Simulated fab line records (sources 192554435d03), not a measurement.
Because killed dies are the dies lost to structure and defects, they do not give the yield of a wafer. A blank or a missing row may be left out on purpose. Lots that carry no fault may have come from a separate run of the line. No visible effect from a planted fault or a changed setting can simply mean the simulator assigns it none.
Split-lot experiment	flow n5_finfet	route with 1938 steps; 7 lots, 21 wafers read

THE SPLIT
At N5_BEOL_M7_VIA_ETCH_34 (etches SiCOH lowk in C4F6/O2, target depth 125.5 nm, time 50.5 s), the setting time_s was moved away from the recipe's 50.5 s on 6 of the 21 wafers read, by -20.8% to +13.7%. This setting was run at the recipe's value on the other wafers.

The reading is taken at the split's own step.

THE READING
SOC_of_BEOL_M7_COAT_63.thk_nm (the simulator's own value, which no gauge read), in nm, at N5_BEOL_M7_VIA_ETCH_34 (etches SiCOH lowk in C4F6/O2, target depth 125.5 nm, time 50.5 s). There is no usual value for it anywhere in the file. Average 53.9 nm, standard deviation 0.26 nm, over the 15 wafers here run with the recipe.

wafer	tool, chamber at the split	time_s as run, s	against the recipe	SOC_of_BEOL_M7_COAT_63.thk_nm, nm	against lot-mates on the recipe
L075.1	rie_diel-05, 1	41.12	-18.6%	55	+1.0
L075.5	rie_diel-05, 0	50.5	recipe	54	-
L075.6	rie_diel-05, 1	50.5	recipe	54	-
L080.1	rie_diel-03, 0	50.5	recipe	53.8	-
L080.3	rie_diel-03, 2	50.5	recipe	54	-
L080.4	rie_diel-03, 1	50.5	recipe	53.6	-
L083.2	rie_diel-02, 0	57.4	+13.7%	53	-1.2
L083.3	rie_diel-02, 3	57.4	+13.7%	53.4	-0.8
L083.5	rie_diel-02, 2	50.5	recipe	54.2	-
L081.1	rie_diel-02, 1	50.5	recipe	53.8	-
L081.5	rie_diel-02, 3	50.5	recipe	53.8	-
L081.6	rie_diel-02, 2	46.74	-7.4%	54.4	+0.6
L085.1	rie_diel-03, 1	43	-14.9%	54.4	+0.7
L085.3	rie_diel-03, 3	50.5	recipe	53.8	-
L085.6	rie_diel-03, 1	50.5	recipe	53.6	-
L088.1	rie_diel-05, 1	50.5	recipe	54	-
L088.2	rie_diel-05, 2	50.5	recipe	53.8	-
L088.3	rie_diel-05, 3	50.5	recipe	53.6	-
L097.1	rie_diel-05, 2	39.99	-20.8%	55.6	+1.2
L097.5	rie_diel-05, 1	50.5	recipe	54.6	-
L097.6	rie_diel-05, 0	50.5	recipe	54.2	-

FIT RESULTS
A straight line over all 21 wafers: SOC_of_BEOL_M7_COAT_63.thk_nm changes by -0.0596 nm for each +1% of time_s; r = -0.88; the points scatter about the line by 0.28 nm.
The same after taking each lot's own level away (the mean of its wafers on the recipe; 21 wafers): -0.0607 nm for each +1%; r = -0.96; scatter 0.16 nm.
The reading moves by 1.3 nm for the largest change in time_s, on that fit.
Across the lots, their own levels run from 53.70 to 54.40 nm, a range of 2.7 times the standard deviation given above.
So the lot-to-lot level changes the slope little: the two slopes agree.
Check: +1.25 nm against its lot-mates is what the line predicts for one of the wafers moved furthest among these (-20.8%) when that wafer is left out of the fit. It came out at +1.2 nm against them.

THESE WAFERS: OTHER SPLITS
These wafers also went through other splits before the reading. Each is held against what the fit with the lots' levels taken away leaves over:
other split on the same wafers	wafers away from the commonest value	r with SOC_of_BEOL_M7_COAT_63.thk_nm (lot level and that fit taken away)
N5_BEOL_M1_COAT_76 time_s	4	+0.33
N5_BEOL_M2_PECVD_72 time_s	4	+0.22
N5_BEOL_M5_COAT_66 spin_rpm	8	-0.27
N5_BEOL_M5_COAT_74 temp_c	6	-0.58
N5_BEOL_M5_SPUTTER_83 time_s	10	-0.10
N5_BEOL_M7_ILD_DEP_00 time_s	4	+0.06

THE WHOLE CHAIN: every reading that the file lists as answering this split, in the file's order
step	what it does	reading	change (the file's fit)	r (the file's)
N5_BEOL_M7_VIA_ETCH_34	etches SiCOH lowk in C4F6/O2, target depth 125.5 nm, time 50.5 s	etch.depth_nm (the simulator's own value, which no gauge read)	+1.29 nm for each +1% of the setting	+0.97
N5_BEOL_M7_VIA_ETCH_34	etches SiCOH lowk in C4F6/O2, target depth 125.5 nm, time 50.5 s	SOC_of_BEOL_M7_COAT_63.thk_nm (the simulator's own value, which no gauge read)	-0.0581 nm for each +1% of the setting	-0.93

FILE'S OWN FIT
SOC_of_BEOL_M7_COAT_63.thk_nm changes by -0.0581 nm for each +1% of time_s, r = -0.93.
